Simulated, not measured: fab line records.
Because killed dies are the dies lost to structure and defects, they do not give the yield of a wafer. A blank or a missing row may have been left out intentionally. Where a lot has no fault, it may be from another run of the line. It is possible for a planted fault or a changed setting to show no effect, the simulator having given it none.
Comparing a struck lot with a sound one | flow n5-finfet | 22 steps out of a route of 1938
Sound: these wafers, L674.3, L674.4, L674.5. The struck wafers were L661.3, L661.5, L661.6. The cause is named last.
Order at every step that has rows: each side's tool, ch and its chambers, its first start. Under that, the readings that differ: sound wafers | struck wafers | difference of the means | sigmas: that difference in standard deviations of wafers without a fault.
alike: readings with means less than 2 such deviations apart, plus words and numbers identical on both sides. not compared: withheld readings, readings lacking a value on some wafer, bounds such as >300 that could conceal the same value, and numbers that have no deviation in the record and whose values overlap.
A row with sigmas, a row that says differs or no value, or rows on one side alone: a step with any of these is where the two part. Non-overlapping numbers with no deviation appear without sigmas and do not part them. A reading missing from all wafers of one side parts the sides only when that side holds two or more wafers.

first, 7 steps without rows for these wafers: N5_BEOL_M2_COAT_73 (time 60 s, resist thk 5 nm); N5_BEOL_M2_COAT_05 (resist thk 30 nm); N5_BEOL_M2_EBR_07; N5_BEOL_M2_SOFTBAKE_06 (time 60 s); N5_BEOL_M2_EXPOSE_08 (exposes mask M2); N5_BEOL_M2_PEB_09 (peb time 60 s); N5_BEOL_M2_DEVELOP_10 (develop time 30 s).
N5_BEOL_M2_CD_MEAS_11 targets a cd of 16.79 nm.
  sound on cd-sem-01 ch 0, day 12 03:52; struck on cd-sem-01 ch 0, day 8 04:14
  alike: cd-nm
N5_BEOL_M2_OVL_MEAS_12:
  sound on overlay-01 ch 0, day 12 03:55; struck on overlay-02 ch 0, day 8 04:17
  reading     | sound        | struck         | difference | sigmas
  M2_OVL (nm) | 0.4 -0.2 0.6 | -2.3 -2.0 -1.2 | -2.1       | -3
N5_BEOL_M2_INSPECT_13: inspects for defects (brightfield).
  sound on defect-inspect-01 at day 12 03:58; struck on defect-inspect-02 at day 8 04:29
  alike: raw-defect-count
N5_BEOL_M2_DESCUM_16: chemistry O2, time 7 s.
  sound on rie-diel-04 ch 0,2,3, day 12 03:59; struck on rie-diel-04 ch 2,3, day 8 04:31
  alike: drypump-motor-current-A, oes-product-au, rf-vpp-V, showerhead-plenum-p-Torr, throttle-valve-pct
  not compared: rf-hours-counter-h
N5_BEOL_M2_ETCH_74: etches underlayer in N2/H2, target depth 6.5 nm, time 5.2 s.
  sound on rie-diel-04 ch 0,2,3, day 12 04:02; struck on rie-diel-04 ch 2,3, day 8 04:33
  alike: bias-w, chamber-pressure-mTorr, drypump-motor-current-A, etch-rf-on-time-s, oes-product-au, rf-vpp-V, showerhead-plenum-p-Torr, throttle-valve-pct
  not compared: rf-hours-counter-h
N5_BEOL_M2_ETCH_63: etches SiARC in CF4, target depth 15.6 nm, time 26 s.
  sound on rie-diel-04 ch 0,2,3, day 12 04:02; struck on rie-diel-04 ch 2,3, day 8 04:34
  no value came back on the struck wafers for any of 8 readings (bias-w (W), cf4-flow-sccm (sccm) and others); on the sound wafers bias-w (W) reads 36.07 36.03 36.03
  not compared: rf-hours-counter-h
N5_BEOL_M2_ETCH_64: etches SOC in N2/H2, target depth 75 nm, overetch 22.5 nm, time 121.9 s.
  sound on rie-diel-04 ch 0,2,3, day 12 04:04; struck on rie-diel-04 ch 2,3, day 8 04:36
  reading               | sound          | struck         | difference | sigmas
  oes-product-au (a.u.) | 0.66 0.65 0.53 | 0.34 0.27 0.34 | -0.30      | -5
  alike: bias-w, chamber-pressure-mTorr, drypump-motor-current-A, rf-vpp-V, showerhead-plenum-p-Torr, throttle-valve-pct
  not compared: rf-hours-counter-h
then, 2 steps without rows for these wafers: N5_BEOL_M2_STRIP_65 (strips in N2/H2); N5_BEOL_M2_STRIP_75 (strips in N2/H2).
N5_BEOL_M2_STRIP_66: strips in CF4.
  sound on rie-diel-04 ch 0,2,3, day 12 04:12; struck on rie-diel-04 ch 2,3, day 8 04:44
  reading     | sound             | struck            | difference | sigmas
  power-w (W) | 302.0 300.6 300.3 | 298.4 299.0 299.7 | -1.9       | -2
  alike: drypump-motor-current-A, oes-product-au, rf-vpp-V, showerhead-plenum-p-Torr, throttle-valve-pct
  not compared: rf-hours-counter-h
N5_BEOL_M2_HM_OPEN_17: chemistry Cl2/BCl3, target TiN, target depth 20 nm, overetch 6 nm.
  sound on rie-metal-01 ch 0,1, day 12 04:16; struck on rie-metal-02 ch 0,1, day 8 04:48
  reading                | sound             | struck            | difference | sigmas
  oes-product-au (a.u.)  | 0.65 0.65 0.66    | 0.36 0.36 0.27    | -0.32      | -6
  throttle-valve-pct (%) | 22.12 21.99 21.97 | 22.57 22.56 23.08 | +0.71      | +4
  alike: drypump-motor-current-A, mfc-cl2-sccm
  not compared: rf-hours-counter-h
N5_BEOL_M2_STRIP_19: strips in O2.
  sound on rie-diel-04 ch 1,2, day 12 04:21; struck on rie-diel-04 ch 0,2, day 8 05:01
  alike: drypump-motor-current-A, oes-product-au, rf-vpp-V, showerhead-plenum-p-Torr, throttle-valve-pct
  not compared: rf-hours-counter-h
N5_BEOL_M2_CD_MEAS_18: pitch 36 nm, target cd 18 nm.
  sound on cd-sem-03 at day 12 04:26; struck on cd-sem-03 at day 8 05:05
  reading    | sound          | struck | difference                    | sigmas
  cd-nm (nm) | 18.4 17.7 18.4 | - - -  | no value on the struck wafers |
then, 1 step without rows for these wafers: N5_BEOL_M2_COAT_67 (time 60 s, resist thk 60 nm).
N5_BEOL_M4_RC_MEAS_101:
  the record has rows for the sound wafers here (prober-01 ch 0, day 14 20:13) and none for the struck ones

== WHERE THEY PART ==
First at N5_BEOL_M2_OVL_MEAS_12; last, within this record, at N5_BEOL_M4_RC_MEAS_101.

WHY: what the simulator had put in
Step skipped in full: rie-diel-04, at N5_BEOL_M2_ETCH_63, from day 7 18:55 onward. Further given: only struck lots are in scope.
